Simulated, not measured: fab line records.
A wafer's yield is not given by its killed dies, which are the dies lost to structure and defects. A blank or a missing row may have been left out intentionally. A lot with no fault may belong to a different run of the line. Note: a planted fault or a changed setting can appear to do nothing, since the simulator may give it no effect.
What tool caused it? | flow n5_finfet | 8 lots with 24 wafers sampled at 6 steps, on a route of 1938 steps

## WHAT EACH GAUGE READ, for each wafer
N5_FIN_SAQP_INSPECT_40: inspects for defects (brightfield).
lot  | measured    | on                | raw_defect_count
L563 | day 2 03:46 | defect_inspect-02 | 185 247 153
L565 | day 2 15:10 | defect_inspect-02 | 237 151 214
L570 | day 3 21:37 | defect_inspect-02 | 175 214 191
L572 | day 4 08:53 | defect_inspect-01 | 1958 1948 2093
L573 | day 4 14:14 | defect_inspect-01 | 1863 1862 1879
L574 | day 4 22:55 | defect_inspect-02 | 130 199 171
L582 | day 6 20:31 | defect_inspect-01 | 273 197 261
L585 | day 7 14:40 | defect_inspect-01 | 253 323 262

## WHICH TOOL RAN EACH LOT (tool, then ch and the chambers of the sampled wafers, then the start)
lot  | N5_FIN_SAQP_PECVD_06           | N5_FIN_SAQP_HM_OPEN_73            | N5_FIN_SAQP_MANDREL_ETCH_22     | N5_FIN_SAQP_RECESS_75             | N5_FIN_SAQP_SPACER1_ETCHBACK_25
L563 | pecvd-04 ch 0,1, day 1 21:30   | rie_diel-04 ch 1,2, day 1 22:16   | rie_si-01 ch 2,3, day 1 22:22   | vapor_etch-02 ch 0,1, day 1 22:54 | rie_diel-04 ch 1,2, day 2 01:08
L565 | pecvd-01 ch 1,2, day 2 10:06   | rie_diel-04 ch 0,3, day 2 10:59   | rie_si-01 ch 0,3, day 2 11:04   | vapor_etch-02 ch 0,1, day 2 11:30 | rie_diel-04 ch 1,2,3, day 2 12:36
L570 | pecvd-02 ch 0,1,2, day 3 16:38 | rie_diel-04 ch 0,2, day 3 17:23   | rie_si-01 ch 0,2,3, day 3 17:28 | vapor_etch-01 ch 0,1, day 3 17:53 | rie_diel-05 ch 0,1,3, day 3 19:09
L572 | pecvd-02 ch 0,1, day 4 03:40   | rie_diel-05 ch 0,1,3, day 4 04:32 | rie_si-01 ch 0,1,3, day 4 04:37 | vapor_etch-02 ch 0, day 4 05:02   | rie_diel-05 ch 0,1, day 4 06:08
L573 | pecvd-04 ch 0,1, day 4 09:16   | rie_diel-06 ch 0,2,3, day 4 10:03 | rie_si-01 ch 0,1,2, day 4 10:08 | vapor_etch-02 ch 0,1, day 4 10:41 | rie_diel-06 ch 0,1,2, day 4 11:53
L574 | pecvd-04 ch 0,2, day 4 16:23   | rie_diel-05 ch 0,1,2, day 4 17:16 | rie_si-04 ch 0,2,3, day 4 17:21 | vapor_etch-02 ch 0,1, day 4 17:55 | rie_diel-05 ch 0,1, day 4 19:40
L582 | pecvd-02 ch 0,1,2, day 6 15:42 | rie_diel-05 ch 0,1,2, day 6 16:34 | rie_si-06 ch 1,2,3, day 6 16:40 | vapor_etch-01 ch 0,1, day 6 17:05 | rie_diel-05 ch 1,2, day 6 18:11
L585 | pecvd-02 ch 0,2, day 7 08:52   | rie_diel-06 ch 0,1,3, day 7 09:44 | rie_si-04 ch 1,2,3, day 7 09:49 | vapor_etch-02 ch 0,1, day 7 10:15 | rie_diel-06 ch 1,2, day 7 11:21
- N5_FIN_SAQP_PECVD_06: deposits a-Si from SiH4/He, target thk 60 nm, time 48.1 s.
- N5_FIN_SAQP_HM_OPEN_73: chemistry CHF3/O2, target SiO2, stops on a-Si, target depth 12 nm, time 16.8 s.
- N5_FIN_SAQP_MANDREL_ETCH_22: etches a-Si in HBr/Cl2, stops on SiNx, target depth 60 nm, bt time 10 s, time 30 s.
- N5_FIN_SAQP_RECESS_75: chemistry HF/NH3, target SiO2, target depth 14.4 nm, afs cycles 3, sublimation time 60 s.
- N5_FIN_SAQP_SPACER1_ETCHBACK_25: etches SiO2 in CHF3/O2, target depth 24.4 nm, time 12.2 s.

## THE ANSWER, worked out from the rows above alone
Rule: usual is defined by the lots themselves. The widest of any qualifying gaps counts: lots, ordered by their means at a reading, are off when they make up no more than a third of the lots, leave a main group of 4 or more, and stand apart from it by 3 or more times the standard deviation of that group's means. The tables above print the reading to a certain number of digits; a main group whose means all agree to those digits is not used. A lot without any number at a reading at which 4 lots or more have one is off too. Where the step has rows for the other lots, those lots are counted as sound.
Off, at N5_FIN_SAQP_INSPECT_40 on raw_defect_count: L572, L573. Main group: mean 213, sd 37.
A tool fits if, at a process step before that reading, it ran every lot that is off, and no sound lot after the first of them. Gauges at N5_FIN_SAQP_INSPECT_40: tried the same way as those tools. One fits: N5_FIN_SAQP_MANDREL_ETCH_22 on rie_si-01. Its last sound lot is L570 (day 3 17:28), its first lot that is off L572 (day 4 04:37): a fault that began between those two fits.

## WHAT THE SIMULATOR HAD PUT IN
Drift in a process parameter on rie_si-01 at N5_FIN_SAQP_MANDREL_ETCH_22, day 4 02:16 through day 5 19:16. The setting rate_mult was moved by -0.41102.
Shown lots that were struck: L572, L573. The rule above found the same.
